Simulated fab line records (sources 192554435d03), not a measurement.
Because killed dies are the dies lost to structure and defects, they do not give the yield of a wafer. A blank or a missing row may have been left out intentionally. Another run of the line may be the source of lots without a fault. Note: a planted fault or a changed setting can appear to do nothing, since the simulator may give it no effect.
What tool caused it? | flow n5Finfet | 69 wafers from 23 lots sampled at 5 of the route's 1938 steps

WHAT THE GAUGES SHOWED, per wafer
N5_DUMMY_GATE_OVL_MEAS_16. Usual: GATE_OVL typically reads -0.3 nm, with standard deviation 0.74.
lot  | measured    | on         | GATE_OVL (nm)  | flag
L074 | day 3 10:15 | overlay-01 | 0.1 1.5 0.9    | 
L075 | day 3 14:08 | overlay-01 | -0.4 -1.4 -1.8 | 
L077 | day 4 02:00 | overlay-02 | -0.3 0.3 -0.7  | 
L078 | day 3 22:05 | overlay-02 | -0.7 -0.9 -0.4 | 
L079 | day 4 11:29 | overlay-01 | -1.1 -1.3 -1.6 | 
L080 | day 4 10:03 | overlay-01 | 0.5 0.2 -1.0   | 
L081 | day 4 17:58 | overlay-02 | -1.3 -0.4 -1.0 | 
L082 | day 5 00:34 | overlay-01 | -0.8 -0.5 -0.7 | 
L083 | day 5 02:59 | overlay-02 | 0.3 -0.2 0.1   | 
L084 | day 5 09:00 | overlay-01 | -0.2 -0.4 -1.0 | 
L085 | day 5 17:50 | overlay-01 | -0.8 -0.3 -1.2 | 
L086 | day 6 02:41 | overlay-01 | -0.5 1.3 0.1   | 
L087 | day 6 05:56 | overlay-01 | -0.3 0.5 -0.2  | 
L088 | day 6 10:36 | overlay-02 | -0.6 -0.9 0.3  | 
L089 | day 6 19:50 | overlay-02 | -1.2 0.4 -0.1  | 
L090 | day 6 23:09 | overlay-02 | 0.2 0.3 -0.9   | 
L091 | day 7 04:54 | overlay-02 | -0.5 -0.5 -0.3 | 
L092 | day 7 11:50 | overlay-02 | -0.9 0.1 -0.6  | 
L093 | day 7 20:23 | overlay-02 | -0.1 0.3 0.3   | 
L094 | day 7 23:56 | overlay-01 | 0.7 0.0 -1.2   | 
L095 | day 8 06:44 | overlay-02 | -0.7 -0.6 -0.8 | 
L096 | day 8 12:02 | overlay-02 | -0.2 -0.8 -0.5 | 
L097 | day 8 16:11 | overlay-01 | 0.3 -0.2 1.6   | 

EACH LOT AND THE TOOL THAT RAN IT (in order: tool; ch and the chambers of the sampled wafers; start)
lot  | N5_FIN_CUT_ETCH_30               | N5_FIN_CUT_PRECLEAN_35           | N5_STI_FIN_REVEAL_STRIP_24       | N5_STI_FIN_REVEAL_OXIDATION_31
L074 | rieDiel-02 ch 0,2,3, day 2 02:58 | vaporEtch-02 ch 0,1, day 2 03:29 | rieDiel-05 ch 1,3, day 2 09:47   | plasmaAsher-02 ch 0,1, day 2 12:10
L075 | rieDiel-06 ch 0,1,3, day 2 08:23 | vaporEtch-01 ch 0,1, day 2 08:54 | rieDiel-01 ch 1,3, day 2 15:03   | plasmaAsher-01 ch 0,1, day 2 17:25
L077 | rieDiel-04 ch 0,1, day 2 21:46   | vaporEtch-01 ch 0,1, day 2 22:18 | rieDiel-05 ch 0,2,3, day 3 04:47 | plasmaAsher-01 ch 0,1, day 3 07:10
L078 | rieDiel-04 ch 0,3, day 3 03:28   | vaporEtch-02 ch 1, day 3 03:59   | rieDiel-03 ch 0,2,3, day 3 10:15 | plasmaAsher-02 ch 0,1, day 3 12:37
L079 | rieDiel-04 ch 0,2,3, day 3 08:43 | vaporEtch-02 ch 0,1, day 3 09:13 | rieDiel-05 ch 1,2,3, day 3 15:17 | plasmaAsher-02 ch 0,1, day 3 17:40
L080 | rieDiel-06 ch 0,2,3, day 3 14:11 | vaporEtch-02 ch 0,1, day 3 14:42 | rieDiel-03 ch 0,1, day 3 21:00   | plasmaAsher-01 ch 0, day 3 23:23
L081 | rieDiel-04 ch 2,3, day 3 20:19   | vaporEtch-02 ch 0,1, day 3 20:50 | rieDiel-03 ch 1,3, day 4 03:02   | plasmaAsher-01 ch 0,1, day 4 05:25
L082 | rieDiel-02 ch 0,2,3, day 4 04:16 | vaporEtch-01 ch 0,1, day 4 04:49 | rieDiel-05 ch 0,1,2, day 4 10:53 | plasmaAsher-01 ch 0,1, day 4 13:16
L083 | rieDiel-06 ch 1,2,3, day 4 08:27 | vaporEtch-02 ch 0, day 4 08:58   | rieDiel-01 ch 1,2, day 4 15:28   | plasmaAsher-02 ch 0, day 4 17:49
L084 | rieDiel-04 ch 1,2,3, day 4 14:45 | vaporEtch-02 ch 0,1, day 4 15:16 | rieDiel-03 ch 0,1,3, day 4 21:28 | plasmaAsher-01 ch 0,1, day 4 23:50
L085 | rieDiel-04 ch 1,2,3, day 4 20:56 | vaporEtch-01 ch 1, day 4 21:27   | rieDiel-03 ch 1,2, day 5 06:10   | plasmaAsher-02 ch 1, day 5 08:32
L086 | rieDiel-06 ch 1,3, day 5 07:16   | vaporEtch-02 ch 0,1, day 5 07:50 | rieDiel-03 ch 0,1, day 5 14:16   | plasmaAsher-02 ch 0, day 5 17:23
L087 | rieDiel-06 ch 2,3, day 5 10:16   | vaporEtch-02 ch 0,1, day 5 10:47 | rieDiel-01 ch 0,2, day 5 17:28   | plasmaAsher-02 ch 0,1, day 5 19:54
L088 | rieDiel-02 ch 1,2,3, day 5 15:22 | vaporEtch-02 ch 0,1, day 5 15:53 | rieDiel-01 ch 2,3, day 5 22:50   | plasmaAsher-01 ch 0,1, day 6 01:17
L089 | rieDiel-06 ch 2,3, day 6 01:06   | vaporEtch-02 ch 0,1, day 6 01:42 | rieDiel-05 ch 0,2,3, day 6 08:17 | plasmaAsher-01 ch 1, day 6 10:40
L090 | rieDiel-02 ch 1,3, day 6 03:53   | vaporEtch-01 ch 0, day 6 04:25   | rieDiel-05 ch 0,2,3, day 6 11:22 | plasmaAsher-01 ch 0,1, day 6 13:45
L091 | rieDiel-06 ch 1,2, day 6 10:10   | vaporEtch-01 ch 0,1, day 6 10:41 | rieDiel-03 ch 0,1, day 6 17:13   | plasmaAsher-01 ch 0,1, day 6 19:35
L092 | rieDiel-02 ch 1,2,3, day 6 17:33 | vaporEtch-01 ch 0,1, day 6 18:04 | rieDiel-01 ch 1,2,3, day 7 00:10 | plasmaAsher-02 ch 0,1, day 7 02:32
L093 | rieDiel-04 ch 1,2,3, day 7 00:11 | vaporEtch-02 ch 0,1, day 7 00:43 | rieDiel-01 ch 0,1,3, day 7 07:00 | plasmaAsher-01 ch 0,1, day 7 09:25
L094 | rieDiel-02 ch 0,1,2, day 7 05:34 | vaporEtch-01 ch 0,1, day 7 06:04 | rieDiel-03 ch 0,2,3, day 7 12:15 | plasmaAsher-02 ch 0,1, day 7 14:40
L095 | rieDiel-04 ch 0,1,2, day 7 11:41 | vaporEtch-01 ch 0,1, day 7 12:12 | rieDiel-03 ch 0,1,3, day 7 18:16 | plasmaAsher-02 ch 0,1, day 7 20:38
L096 | rieDiel-06 ch 2,3, day 7 17:54   | vaporEtch-01 ch 0,1, day 7 18:25 | rieDiel-01 ch 0,1,2, day 8 00:31 | plasmaAsher-01 ch 0,1, day 8 02:53
L097 | rieDiel-04 ch 2,3, day 7 21:41   | vaporEtch-01 ch 0,1, day 7 22:13 | rieDiel-01 ch 0,1,3, day 8 04:38 | plasmaAsher-02 ch 0,1, day 8 07:01
- N5_FIN_CUT_ETCH_30: etches underlayer in N2/H2, target depth 13 nm, time 10.4 s.
- N5_FIN_CUT_PRECLEAN_35: cleans in vHF, time 13.3 s.
- N5_STI_FIN_REVEAL_STRIP_24: strips in N2/H2, time 90 s.
- N5_STI_FIN_REVEAL_OXIDATION_31: chemistry O2 PLASMA REMOTE, time 20 s.

AS READ BY THE TOOLS THEMSELVES (means over the sampled wafers that have a number; for cases with no such wafer, the mark the record gives instead)
N5_FIN_CUT_ETCH_30. Usual: drypumpMotorCurrentA 5.5 A (standard deviation 0.36); etchRfOnTimeS 10.40 s (standard deviation 0.3); h2FlowSccm 200.0 sccm (standard deviation 0.56); oesProductAu 0.64 a.u. (standard deviation 0.05); rfVppV 523.3 V (standard deviation 2.5); showerheadPlenumPTorr 2.53 Torr (standard deviation 0.089); throttleValvePct 17.95 % (standard deviation 0.19).
lot  | tool       | drypumpMotorCurrentA (A) | etchRfOnTimeS (s) | h2FlowSccm (sccm) | oesProductAu (a.u.) | rfVppV (V) | showerheadPlenumPTorr (Torr) | throttleValvePct (%) | flag
L074 | rieDiel-02 | 5.6                      | 10.53             | 200.0             | 0.63                | 524.8      | 2.56                         | 17.93                | 
L075 | rieDiel-06 | 5.3                      | 10.25             | 199.8             | 0.64                | 521.4      | 2.46                         | 17.84                | 
L077 | rieDiel-04 | 6.1                      | 10.36             | 200.0             | 0.61                | 521.1      | 2.46                         | 18.04                | 
L078 | rieDiel-04 | 5.7                      | 10.05             | 200.3             | 0.60                | 523.6      | 2.52                         | 18.02                | 
L079 | rieDiel-04 | 5.6                      | 10.41             | 200.6             | 0.61                | 524.0      | 2.57                         | 18.02                | 
L080 | rieDiel-06 | 5.2                      | 10.27             | 199.9             | 0.63                | 523.1      | 2.53                         | 17.95                | 
L081 | rieDiel-04 | 5.3                      | 10.42             | 199.7             | 0.64                | 525.7      | 2.63                         | 18.05                | 
L082 | rieDiel-02 | 5.5                      | 10.73             | 200.3             | 0.62                | 523.6      | 2.56                         | 17.95                | 
L083 | rieDiel-06 | 5.4                      | 10.16             | 199.8             | 0.65                | 522.7      | 2.51                         | 17.87                | 
L084 | rieDiel-04 | 5.8                      | 10.50             | 200.2             | 0.61                | 523.2      | 2.54                         | 18.08                | 
L085 | rieDiel-04 | 5.7                      | 10.39             | 199.9             | 0.62                | 522.9      | 2.54                         | 18.09                | 
L086 | rieDiel-06 | 5.5                      | 10.16             | 200.3             | 0.65                | 520.8      | 2.43                         | 17.93                | 
L087 | rieDiel-06 | 5.3                      | 10.37             | 199.6             | 0.63                | 523.7      | 2.58                         | 18.00                | 
L088 | rieDiel-02 | 5.7                      | 10.52             | 199.9             | 0.63                | 522.8      | 2.49                         | 17.83                | 
L089 | rieDiel-06 | 5.3                      | 10.29             | 200.2             | 0.64                | 522.5      | 2.51                         | 18.05                | 
L090 | rieDiel-02 | 5.8                      | 10.56             | 200.5             | 0.62                | 522.5      | 2.49                         | 17.98                | 
L091 | rieDiel-06 | 5.5                      | 9.94              | 199.6             | 0.65                | 523.3      | 2.49                         | 17.76                | 
L092 | rieDiel-02 | 5.7                      | 10.58             | 200.4             | 0.62                | 522.4      | 2.49                         | 17.84                | 
L093 | rieDiel-04 | 5.7                      | 10.38             | 199.5             | 0.61                | 522.8      | 2.53                         | 18.11                | 
L094 | rieDiel-02 | 5.6                      | 10.74             | 199.4             | 0.61                | 522.3      | 2.52                         | 17.82                | 
L095 | rieDiel-04 | 5.8                      | 10.40             | 200.4             | 0.69                | 523.8      | 2.53                         | 17.93                | 
L096 | rieDiel-06 | 5.3                      | 10.35             | 199.8             | 0.62                | 522.4      | 2.50                         | 18.09                | 
L097 | rieDiel-04 | 5.5                      | 10.30             | 199.9             | 0.60                | 524.2      | 2.56                         | 18.09                | 

N5_FIN_CUT_PRECLEAN_35. Usual: drypumpMotorCurrentA at 5.6 A, with a standard deviation of 0.4.
lot  | tool         | drypumpMotorCurrentA (A) | flag
L074 | vaporEtch-02 | 6.0                      | 
L075 | vaporEtch-01 | 5.2                      | 
L077 | vaporEtch-01 | 5.3                      | 
L078 | vaporEtch-02 | 6.2                      | 
L079 | vaporEtch-02 | 6.0                      | 
L080 | vaporEtch-02 | 6.0                      | 
L081 | vaporEtch-02 | 5.8                      | 
L082 | vaporEtch-01 | 5.3                      | 
L083 | vaporEtch-02 | 5.6                      | 
L084 | vaporEtch-02 | 5.8                      | 
L085 | vaporEtch-01 | 5.2                      | 
L086 | vaporEtch-02 | 6.0                      | 
L087 | vaporEtch-02 | 5.7                      | 
L088 | vaporEtch-02 | 6.0                      | 
L089 | vaporEtch-02 | 6.0                      | 
L090 | vaporEtch-01 | 5.3                      | 
L091 | vaporEtch-01 | 5.2                      | 
L092 | vaporEtch-01 | 5.2                      | 
L093 | vaporEtch-02 | 6.0                      | 
L094 | vaporEtch-01 | 5.2                      | 
L095 | vaporEtch-01 | 5.2                      | 
L096 | vaporEtch-01 | 5.2                      | 
L097 | vaporEtch-01 | 5.2                      | 

N5_STI_FIN_REVEAL_STRIP_24. Usual: drypumpMotorCurrentA 5.9 A, standard deviation 0.5; h2FlowSccm 300.1 sccm, standard deviation 0.95; oesProductAu 0.81 a.u., standard deviation 0.09; rfVppV 45.4 V, standard deviation 0.92; showerheadPlenumPTorr 3.37 Torr, standard deviation 0.12; throttleValvePct 12.16 %, standard deviation 0.24.
lot  | tool       | drypumpMotorCurrentA (A) | h2FlowSccm (sccm) | oesProductAu (a.u.) | rfVppV (V) | showerheadPlenumPTorr (Torr) | throttleValvePct (%) | flag
L074 | rieDiel-05 | 6.0                      | 300.7             | 0.69                | 45.5       | 3.32                         | 12.37                | 
L075 | rieDiel-01 | 6.0                      | 300.5             | 0.93                | 44.7       | 3.27                         | 11.82                | 
L077 | rieDiel-05 | 5.5                      | 300.2             | 0.81                | 44.9       | 3.43                         | 12.14                | 
L078 | rieDiel-03 | 6.1                      | 299.8             | 0.86                | 45.4       | 3.42                         | 12.30                | 
L079 | rieDiel-05 | 5.8                      | 300.4             | 0.72                | 45.6       | 3.38                         | 12.34                | 
L080 | rieDiel-03 | 6.2                      | 300.2             | 0.92                | 45.3       | 3.36                         | 12.06                | 
L081 | rieDiel-03 | 6.2                      | 299.6             | 0.87                | 45.8       | 3.47                         | 12.11                | 
L082 | rieDiel-05 | 5.7                      | 300.7             | 0.79                | 45.3       | 3.42                         | 12.23                | 
L083 | rieDiel-01 | 5.7                      | 299.9             | 0.80                | 46.4       | 3.45                         | 12.14                | 
L084 | rieDiel-03 | 6.0                      | 301.0             | 0.84                | 45.6       | 3.42                         | 12.25                | 
L085 | rieDiel-03 | 6.6                      | 299.1             | 0.91                | 45.0       | 3.45                         | 11.93                | 
L086 | rieDiel-03 | 6.3                      | 298.8             | 0.89                | 45.5       | 3.40                         | 11.98                | 
L087 | rieDiel-01 | 5.9                      | 299.1             | 0.77                | 45.5       | 3.33                         | 12.22                | 
L088 | rieDiel-01 | 5.2                      | 299.4             | 0.75                | 45.3       | 3.23                         | 12.09                | 
L089 | rieDiel-05 | 5.5                      | 299.7             | 0.77                | 45.8       | 3.42                         | 12.21                | 
L090 | rieDiel-05 | 5.6                      | 299.7             | 0.76                | 46.5       | 3.41                         | 12.22                | 
L091 | rieDiel-03 | 6.2                      | 299.5             | 0.86                | 45.8       | 3.35                         | 12.13                | 
L092 | rieDiel-01 | 5.6                      | 300.1             | 0.78                | 45.2       | 3.30                         | 12.08                | 
L093 | rieDiel-01 | 5.9                      | 300.9             | 0.81                | 44.2       | 3.22                         | 12.02                | 
L094 | rieDiel-03 | 6.1                      | 301.2             | 0.79                | 45.7       | 3.40                         | 12.40                | 
L095 | rieDiel-03 | 6.0                      | 299.7             | 0.80                | 44.6       | 3.40                         | 12.32                | 
L096 | rieDiel-01 | 6.0                      | 300.1             | 0.77                | 45.5       | 3.35                         | 12.17                | 
L097 | rieDiel-01 | 5.9                      | 300.4             | 0.79                | 45.6       | 3.22                         | 12.04                | 

N5_STI_FIN_REVEAL_OXIDATION_31. Usual: drypumpMotorCurrentA 5.9 A, standard deviation 0.32; heaterPowerW 142 W, standard deviation 14.
lot  | tool           | drypumpMotorCurrentA (A) | heaterPowerW (W) | flag
L074 | plasmaAsher-02 | 5.6                      | 128              | 
L075 | plasmaAsher-01 | 6.2                      | 153              | 
L077 | plasmaAsher-01 | 6.2                      | 149              | 
L078 | plasmaAsher-02 | 5.6                      | 137              | 
L079 | plasmaAsher-02 | 5.6                      | 139              | 
L080 | plasmaAsher-01 | 6.1                      | 149              | 
L081 | plasmaAsher-01 | 6.2                      | 150              | 
L082 | plasmaAsher-01 | 6.2                      | 147              | 
L083 | plasmaAsher-02 | 5.7                      | 120              | 
L084 | plasmaAsher-01 | 6.2                      | 150              | 
L085 | plasmaAsher-02 | 5.5                      | 148              | 
L086 | plasmaAsher-02 | 5.8                      | 119              | 
L087 | plasmaAsher-02 | 5.6                      | 139              | 
L088 | plasmaAsher-01 | 6.3                      | 152              | 
L089 | plasmaAsher-01 | 6.3                      | 157              | 
L090 | plasmaAsher-01 | 6.2                      | 150              | 
L091 | plasmaAsher-01 | 6.2                      | 154              | 
L092 | plasmaAsher-02 | 5.6                      | 137              | 
L093 | plasmaAsher-01 | 6.2                      | 152              | 
L094 | plasmaAsher-02 | 5.6                      | 138              | 
L095 | plasmaAsher-02 | 5.6                      | 130              | 
L096 | plasmaAsher-01 | 6.2                      | 151              | 
L097 | plasmaAsher-02 | 5.6                      | 131              | 

THE ANSWER, worked out from the rows above alone
Rule: a lot is off if the mean of its wafers that have a number lies more than 3 standard deviations from the usual mean. A lot without any number at a reading at which 4 lots or more have one is off too. Where the step has rows for the other lots, those lots are counted as sound. First the gauges in route order, then the tools' own readings, where a lot's mean is used as printed above. The first step at which some lot is off is used, and at that step the reading that is off furthest; a lot without a number counts as furthest.
Nothing can be told from this: no lot is off at any reading shown.

WHAT THE SIMULATOR HAD INSERTED
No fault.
